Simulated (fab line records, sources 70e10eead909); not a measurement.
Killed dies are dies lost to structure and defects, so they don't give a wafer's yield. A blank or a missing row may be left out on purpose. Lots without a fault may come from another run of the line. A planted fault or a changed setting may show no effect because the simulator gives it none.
Which tool did it? | flow nand_harc | 12 lots, 36 wafers sampled, at 4 steps of a route of 1159

WHAT THE GAUGES READ, wafer by wafer
The record holds no reading of a measuring or inspecting step that can be judged against a usual standard deviation.

WHICH TOOL RAN EACH LOT (tool, then ch and the chambers of the sampled wafers, then the start)
lot  | NHARC_A_CONTACT_ETCH_115             | NHARC_A_CONTACT_ETCH_120             | NHARC_A_CONTACT_ETCH_90            | NHARC_A_CONTACT_DEP_58
L751 | har_cap_etch-02 ch 0,1, day 16 11:32 | har_cap_etch-02 ch 0,1, day 16 12:08 | rie_diel-12 ch 1,2,3, day 16 13:13 | pecvd-01 ch 1,2, day 16 16:43
L753 | har_cap_etch-03 ch 1, day 16 21:48   | har_cap_etch-03 ch 1, day 16 22:16   | rie_diel-11 ch 0,1,3, day 16 23:07 | pecvd-03 ch 1,2, day 17 02:14
L756 | har_cap_etch-01 ch 0,1, day 17 22:19 | har_cap_etch-01 ch 0,1, day 17 22:46 | rie_diel-11 ch 0,2,3, day 17 23:38 | pecvd-04 ch 0,1, day 18 05:39
L761 | har_cap_etch-03 ch 0,1, day 18 04:44 | har_cap_etch-03 ch 0,1, day 18 05:12 | rie_diel-11 ch 0,1, day 18 06:02   | pecvd-03 ch 0,1,2, day 18 11:56
L759 | har_cap_etch-02 ch 0,1, day 18 17:01 | har_cap_etch-02 ch 0,1, day 18 17:28 | rie_diel-12 ch 2,3, day 18 18:19   | pecvd-03 ch 1,2, day 18 22:33
L760 | har_cap_etch-03 ch 0,1, day 18 18:45 | har_cap_etch-03 ch 0,1, day 18 19:12 | rie_diel-13 ch 0,2,3, day 18 20:05 | pecvd-04 ch 0,1,2, day 19 00:20
L758 | har_cap_etch-01 ch 0,1, day 18 21:52 | har_cap_etch-01 ch 0,1, day 18 22:19 | rie_diel-11 ch 0,1,2, day 18 23:10 | pecvd-03 ch 1,2, day 19 04:20
L763 | har_cap_etch-01 ch 0,1, day 19 07:25 | har_cap_etch-01 ch 0,1, day 19 07:53 | rie_diel-13 ch 1,2,3, day 19 08:48 | pecvd-01 ch 0,1,2, day 19 12:34
L764 | har_cap_etch-01 ch 0,1, day 19 11:16 | har_cap_etch-01 ch 0,1, day 19 11:44 | rie_diel-11 ch 0,3, day 19 12:36   | pecvd-01 ch 0,1,2, day 19 15:45
L771 | har_cap_etch-01 ch 0,1, day 20 22:59 | har_cap_etch-01 ch 0,1, day 20 23:35 | rie_diel-11 ch 0,1,2, day 21 00:39 | pecvd-04 ch 0,1,2, day 21 04:35
L772 | har_cap_etch-03 ch 0,1, day 22 02:53 | har_cap_etch-03 ch 0,1, day 22 03:20 | rie_diel-12 ch 1,2,3, day 22 04:14 | pecvd-04 ch 0,2, day 22 08:53
L773 | har_cap_etch-01 ch 0,1, day 22 09:23 | har_cap_etch-01 ch 0,1, day 22 09:50 | rie_diel-13 ch 1,2,3, day 22 10:44 | pecvd-03 ch 0,1,2, day 22 14:13
- NHARC_A_CONTACT_ETCH_115: etches the open film in C4F8/O2/Ar, time 94 s, target depth 922 nm.
- NHARC_A_CONTACT_ETCH_120: etches the open film in C4F8/O2/Ar, time 94 s, target depth 922 nm.
- NHARC_A_CONTACT_ETCH_90: etches the open film in CH3F/O2, target depth 40 nm, time 85.7 s.
- NHARC_A_CONTACT_DEP_58: deposits SiON, target thk 60 nm.

WHAT THE TOOLS THEMSELVES READ (means of the sampled wafers that have a number; where no wafer has one, the mark that the record gives instead)
NHARC_A_CONTACT_ETCH_115.
lot  | tool            | chamber_pressure_mTorr (mTorr)
L751 | har_cap_etch-02 | 19.981
L753 | har_cap_etch-03 | 20.000
L756 | har_cap_etch-01 | 20.010
L761 | har_cap_etch-03 | 19.990
L759 | har_cap_etch-02 | 20.004
L760 | har_cap_etch-03 | 19.993
L758 | har_cap_etch-01 | 19.998
L763 | har_cap_etch-01 | 20.028
L764 | har_cap_etch-01 | 19.996
L771 | har_cap_etch-01 | 20.002
L772 | har_cap_etch-03 | 19.990
L773 | har_cap_etch-01 | 20.001

NHARC_A_CONTACT_ETCH_120.
lot  | tool            | chamber_pressure_mTorr (mTorr)
L751 | har_cap_etch-02 | 20.001
L753 | har_cap_etch-03 | 19.992
L756 | har_cap_etch-01 | 19.982
L761 | har_cap_etch-03 | 19.988
L759 | har_cap_etch-02 | 20.012
L760 | har_cap_etch-03 | 19.985
L758 | har_cap_etch-01 | 19.989
L763 | har_cap_etch-01 | 20.019
L764 | har_cap_etch-01 | 20.013
L771 | har_cap_etch-01 | 19.999
L772 | har_cap_etch-03 | 20.012
L773 | har_cap_etch-01 | 19.986

NHARC_A_CONTACT_ETCH_90.
lot  | tool        | chamber_pressure_mTorr (mTorr) | drypump_motor_current_A (A) | mfc_ar_sccm (sccm) | oes_product_au (a.u.) | rf_vpp_V (V) | run_length_s (s) | showerhead_plenum_p_Torr (Torr) | throttle_valve_pct (%)
L751 | rie_diel-12 | 25.019                         | 6.1                         | 200.3              | 0.93                  | 242.7        | 107.4            | 2.32                            | 20.668
L753 | rie_diel-11 | 25.025                         | 6.3                         | 200.2              | 0.93                  | 245.3        | 106.9            | 2.49                            | 20.658
L756 | rie_diel-11 | 24.979                         | 5.6                         | 200.5              | 0.92                  | 243.7        | 107.1            | 2.46                            | 20.655
L761 | rie_diel-11 | 25.009                         | 6.2                         | 200.0              | 0.98                  | 245.6        | 107.4            | 2.56                            | 20.658
L759 | rie_diel-12 | 24.995                         | 6.1                         | 200.1              | 1.00                  | 242.8        | 107.1            | 2.29                            | 20.660
L760 | rie_diel-13 | 24.994                         | 6.1                         | 199.8              | 0.95                  | 244.1        | 106.7            | 2.47                            | 20.671
L758 | rie_diel-11 | 25.017                         | 5.8                         | 199.8              | 0.92                  | 245.5        | 107.2            | 2.48                            | 20.667
L763 | rie_diel-13 | 24.978                         | 6.0                         | 200.4              | 0.93                  | 244.3        | 106.6            | 2.45                            | 20.650
L764 | rie_diel-11 | 24.968                         | 6.0                         | 200.4              | 1.00                  | 245.5        | 107.5            | 2.53                            | 20.668
L771 | rie_diel-11 | 25.012                         | 5.8                         | 199.7              | 0.98                  | 244.3        | 96.7             | 2.48                            | 20.663
L772 | rie_diel-12 | 25.023                         | 6.1                         | 199.2              | 1.00                  | 242.0        | 107.1            | 2.30                            | 20.659
L773 | rie_diel-13 | 25.014                         | 6.0                         | 200.0              | 1.02                  | 246.3        | 106.8            | 2.57                            | 20.662

NHARC_A_CONTACT_DEP_58.
lot  | tool     | heater_power_w (W)
L751 | pecvd-01 | 695
L753 | pecvd-03 | 902
L756 | pecvd-04 | 713
L761 | pecvd-03 | 825
L759 | pecvd-03 | 850
L760 | pecvd-04 | 721
L758 | pecvd-03 | 830
L763 | pecvd-01 | 722
L764 | pecvd-01 | 749
L771 | pecvd-04 | 730
L772 | pecvd-04 | 702
L773 | pecvd-03 | 803

THE ANSWER, worked out from the rows above alone
Rule: what is usual is taken from the lots themselves. Put in order of their means at a reading, lots are off if they are a third of the lots or fewer, leave a main group of 4 or more, and stand apart from it by a gap of 3 or more times the standard deviation of the main group's means; of several such gaps the widest counts. A main group whose means are all the same, to the digits that the tables above print for the reading, isn't used. A lot without any number at a reading at which 4 lots or more have one is off too. The other lots that the step has rows for count as sound. The gauges are gone through in route order, then the tools' own readings, and for those a lot's mean is taken as printed above. The first step at which some lot is off is used, and at that step the reading that is off furthest; a lot without a number counts as furthest.
Off: L771, at NHARC_A_CONTACT_ETCH_90 (run_length_s). The main group: mean 107.1 s, standard deviation 0.28.
A tool fits if, at that step or a process step before it, it ran every lot that is off, and no sound lot after the first of them. One fits: rie_diel-11 at NHARC_A_CONTACT_ETCH_90. Its last sound lot is L764 (day 19 12:36), its first lot that is off L771 (day 21 00:39): a fault that began between those two fits.
The tool's own readings at NHARC_A_CONTACT_ETCH_90 bear it out: on the lots that are off they differ by more than 5 times the standard deviation of the sound lots' means. run_length_s reads 96.7 s there against 107.1 s on the sound lots.

WHAT THE SIMULATOR HAD PUT IN
Process parameter drift: rie_diel-11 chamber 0, from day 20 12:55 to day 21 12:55, at NHARC_A_CONTACT_ETCH_90. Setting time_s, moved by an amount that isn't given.
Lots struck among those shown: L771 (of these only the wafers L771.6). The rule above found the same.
